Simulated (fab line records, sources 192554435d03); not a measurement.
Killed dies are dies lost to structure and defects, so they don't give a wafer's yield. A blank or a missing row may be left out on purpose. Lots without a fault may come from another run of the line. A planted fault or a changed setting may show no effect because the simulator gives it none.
Split-lot experiment | flow n5_finfet | 7 lots, 39 wafers read, on a route of 1938 steps

THE SPLIT
At N5_MOL_CONTACT_COAG_ALD_123 (deposits SiNx, target thk 5 nm, pulse time 1 s, purge time 2 s), the setting ald_cycles was moved away from the recipe's 100 on 18 of the 39 wafers read, by -17.0% to +11.0%. The other wafers ran this setting at the recipe's value.

FROM THE SPLIT TO THE READING: what the file shows between them, 5 steps
- N5_MOL_CONTACT_COAG_ALD_133: deposits SiO2, target thk 5 nm, pulse time 1 s, co reactant pulse time 1 s (also split here: temp_c)
- N5_MOL_CONTACT_COAG_ETCHBACK_134: etches SiO2 in CHF3, target depth 10 nm, time 6.7 s
- N5_MOL_CONTACT_COAG_ETCH_67: etches SOC in N2/H2, target depth 60 nm, overetch 21 nm, time 101.2 s
- N5_MOL_CONTACT_COAG_STRIP_120: strips in CHF3
- N5_MOL_CONTACT_COAG_VIA_ETCH_117: etches SiO2 in C4F6/O2, target depth 40 nm, overetch 8 nm, time 26 s

THE READING
etch.depth_nm (the simulator's own value, which no gauge read), in nm, at N5_MOL_CONTACT_COAG_ETCH_124 (etches SiNx in CH3F/O2, stops on SiOC, target depth 6.5 nm). The file gives no usual value for it. The 21 wafers here that ran the recipe average 5.003 nm, standard deviation 0.022 nm.

wafer  | tool, chamber at the split | ald_cycles as run | against the recipe | etch.depth_nm, nm | against lot-mates on the recipe
L077.1 | ald_sin-03, 0,3,1          | 88                | -12.0%             | 4.383             | -0.612
L077.2 | ald_sin-03, 0,3,1          | 88                | -12.0%             | 4.39              | -0.605
L077.3 | ald_sin-03, 0,3,1          | 88                | -12.0%             | 4.406             | -0.589
L077.4 | ald_sin-03, 2,2,3          | 100               | recipe             | 5.009             | -
L077.5 | ald_sin-03, 2,2,3          | 100               | recipe             | 4.994             | -
L077.6 | ald_sin-03, 2,2,3          | 100               | recipe             | 4.981             | -
L078.1 | ald_sin-01, 1,3,0          | 100               | recipe             | 5.018             | -
L078.2 | ald_sin-01, 1,3,0          | 100               | recipe             | 4.971             | -
L078.3 | ald_sin-01, 2,0,1          | 95                | -5.0%              | 4.732             | -0.259
L078.4 | ald_sin-01, 2,0,1          | 95                | -5.0%              | 4.759             | -0.232
L078.5 | ald_sin-01, 2,0,1          | 95                | -5.0%              | 4.752             | -0.239
L078.6 | ald_sin-01, 1,3,0          | 100               | recipe             | 4.983             | -
L080.1 | ald_sin-01, 3,0,3          | 83                | -17.0%             | 4.158             | -0.879
L080.2 | ald_sin-01, 3,0,3          | 83                | -17.0%             | 4.179             | -0.858
L080.3 | ald_sin-01, 2,1,2          | 100               | recipe             | 5.026             | -
L080.4 | ald_sin-01, 2,1,2          | 100               | recipe             | 5.062             | -
L080.5 | ald_sin-01, 2,1,2          | 100               | recipe             | 5.023             | -
L080.6 | ald_sin-01, 3,0,3          | 83                | -17.0%             | 4.173             | -0.864
L085.1 | ald_sin-04, 2,1,1          | 89                | -11.0%             | 4.461             | -0.534
L085.2 | ald_sin-04, 2,1,1          | 89                | -11.0%             | 4.441             | -0.554
L085.3 | ald_sin-04, 3,0,2          | 100               | recipe             | 5.012             | -
L085.4 | ald_sin-04, 3,0,2          | 100               | recipe             | 4.966             | -
L085.5 | ald_sin-04, 3,0,2          | 100               | recipe             | 5.007             | -
L085.6 | ald_sin-04, 2,1,1          | 89                | -11.0%             | 4.419             | -0.576
L091.1 | ald_sin-01, 2,1,3          | 100               | recipe             | 5.012             | -
L091.2 | ald_sin-01, 2,1,3          | 100               | recipe             | 5.033             | -
L091.3 | ald_sin-01, 0,3,0          | 111               | +11.0%             | 5.556             | +0.540
L091.4 | ald_sin-01, 0,3,0          | 111               | +11.0%             | 5.536             | +0.520
L091.5 | ald_sin-01, 2,1,3          | 100               | recipe             | 5.003             | -
L091.6 | ald_sin-01, 0,3,0          | 111               | +11.0%             | 5.554             | +0.538
L093.1 | ald_sin-01, 0,2,2          | 100               | recipe             | 5.015             | -
L093.2 | ald_sin-01, 0,2,2          | 100               | recipe             | 4.983             | -
L093.5 | ald_sin-01, 0,2,2          | 100               | recipe             | 4.999             | -
L095.1 | ald_sin-01, 3,0,3          | 100               | recipe             | 4.99              | -
L095.6 | ald_sin-01, 3,0,3          | 100               | recipe             | 4.99              | -
L095.2 | ald_sin-01, 1,2,0          | 92                | -8.0%              | 4.622             | -0.366
L095.3 | ald_sin-01, 3,0,3          | 100               | recipe             | 4.983             | -
L095.4 | ald_sin-01, 1,2,0          | 92                | -8.0%              | 4.56              | -0.428
L095.5 | ald_sin-01, 1,2,0          | 92                | -8.0%              | 4.555             | -0.433
Where a row lists several chambers, the file gives one row for several wafers and doesn't say which wafer went through which chamber.

THE FIT
A straight line over all 39 wafers: etch.depth_nm changes by +0.05 nm for each +1% of ald_cycles; r = +1.00; the points scatter about the line by 0.022 nm.
The same after taking each lot's own level away (the mean of its wafers on the recipe; 39 wafers): +0.0501 nm for each +1%; r = +1.00; scatter 0.018 nm.
On that fit, the largest move of ald_cycles shifts the reading by 0.85 nm.
The lots' own levels span 4.9877 to 5.0370 nm, that is 2.2 times the standard deviation above.
So the lot-to-lot level changes the slope little: the two slopes agree.
Check: with one of the wafers moved furthest among these (-17.0%) left out of the fit, the line predicts -0.851 nm for it against its lot-mates. It came out at -0.879 nm against them.

OTHER SPLITS ON THESE WAFERS
These wafers also went through other splits before the reading. Each is held against what the fit with the lots' levels taken away leaves over:
other split on the same wafers     | wafers away from the commonest value | r with etch.depth_nm (lot level and that fit taken away)
N5_DUMMY_GATE_EXPOSE_12 dose_mj    | 15                                   | -0.02
N5_SD_EPI_N_EPI_21 temp_c          | 12                                   | -0.25
N5_SD_EPI_P_EPI_21 time_s          | 18                                   | -0.07
N5_MOL_CONTACT_COAG_ALD_133 temp_c | 18                                   | -0.02

THE WHOLE CHAIN: every reading that the file lists as answering this split, in the file's order
step                         | what it does                                                   | reading                                                                                  | change (the file's fit)                | r (the file's)
N5_MOL_CONTACT_COAG_ALD_123  | deposits SiNx, target thk 5 nm, pulse time 1 s, purge time 2 s | SiNx_of_MOL_CONTACT_COAG_ALD_123.thk_nm (the simulator's own value, which no gauge read) | +0.05 nm for each +1% of the setting   | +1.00
N5_MOL_CONTACT_COAG_ETCH_124 | etches SiNx in CH3F/O2, stops on SiOC, target depth 6.5 nm     | etch.depth_nm (the simulator's own value, which no gauge read)                           | +0.0503 nm for each +1% of the setting | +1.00

THE FILE'S OWN FIT
etch.depth_nm changes by +0.0503 nm for each +1% of ald_cycles, r = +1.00.
